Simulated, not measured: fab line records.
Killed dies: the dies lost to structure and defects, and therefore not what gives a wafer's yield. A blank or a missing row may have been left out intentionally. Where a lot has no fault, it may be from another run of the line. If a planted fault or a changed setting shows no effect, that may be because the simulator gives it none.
Comparing a struck lot with a sound one / flow nand-harc / 14 steps out of a route of 1302
Sound: wafers L575.1, L575.3, L575.4. Wafers L580.2, L580.4, L580.6 were the ones struck. At the end, the cause is stated.
At each step with rows: each side's tool, then ch and its chambers, then its first start. Under that, the readings that differ: sound wafers / struck wafers / difference of the means / sigmas: that difference in standard deviations of wafers without a fault.
alike: words and numbers the same on both sides, and readings whose means are apart by under 2 such deviations; not compared: readings that were withheld, readings missing a value for some wafer, numbers with overlapping values and no deviation given by the record, and bounds like >300 which may hide the same value.
Wherever a step has rows on one side only, a row that says differs or no value, or a row with sigmas, the two part there. Numbers that don't overlap but have no deviation are shown without sigmas and don't part them. A reading missing from all wafers of one side parts the sides only when that side holds two or more wafers.

NHARC_A_M0_INSPECT_27:
  sound: defect-inspect-01 at day 24 15:42; struck: defect-inspect-02 at day 26 05:28
  alike: raw-defect-count
NHARC_A_M0_PRE_CLEAN_31: time 12 s.
  sound on pecvd-04 ch 0,1, day 24 15:46; struck on pecvd-01 ch 0,2, day 26 05:32
  alike: heater-power-w
NHARC_A_M0_DEP_32: deposits SiCN, target thk 30 nm.
  sound on pecvd-04 ch 0,1, day 24 15:51; struck on pecvd-01 ch 0,2, day 26 05:39
  alike: heater-power-w
then, 9 steps without rows for these wafers: NHARC_A_M1_DEP_00 (deposits SiOC, target thk 182.5 nm); NHARC_A_M1_DEHYDRATE_01 (time 120 s); NHARC_A_M1_HMDS_02 (time 30 s); NHARC_A_M1_COAT_34 (time 65 s); NHARC_A_M1_COAT_03 (resist thk 90 nm); NHARC_A_M1_SOFTBAKE_04 (time 55 s); NHARC_A_M1_EBR_05; NHARC_A_M1_EXPOSE_06 (exposes mask A M1, target cd 120 nm); NHARC_A_M1_PEB_07 (peb time 65 s).
NHARC_A_M1_DEVELOP_08: develop time 35 s.
  sound on litho-track-04 ch 0, day 24 17:00; struck on litho-track-06, day 26 06:00
  no value came back on the struck wafers for chill-plate-temp-C (C), develop-time-s (s); on the sound wafers chill-plate-temp-C (C) reads 22.98 23.07 23.21
NHARC_A_M1_CD_MEAS_09: target cd 120 nm.
  sound on cd-sem-01 ch 0, day 24 17:06; struck on cd-sem-01 ch 0, day 26 06:59
reading=cd-nm (nm); sound=119.8 119.0 120.1; struck=- - -; difference=no value on the struck wafers; sigmas=

== WHERE THEY PART ==
Last at NHARC_A_M1_CD_MEAS_09 as far as this record goes, first at NHARC_A_M1_DEVELOP_08.

WHY: the cause the simulator had injected
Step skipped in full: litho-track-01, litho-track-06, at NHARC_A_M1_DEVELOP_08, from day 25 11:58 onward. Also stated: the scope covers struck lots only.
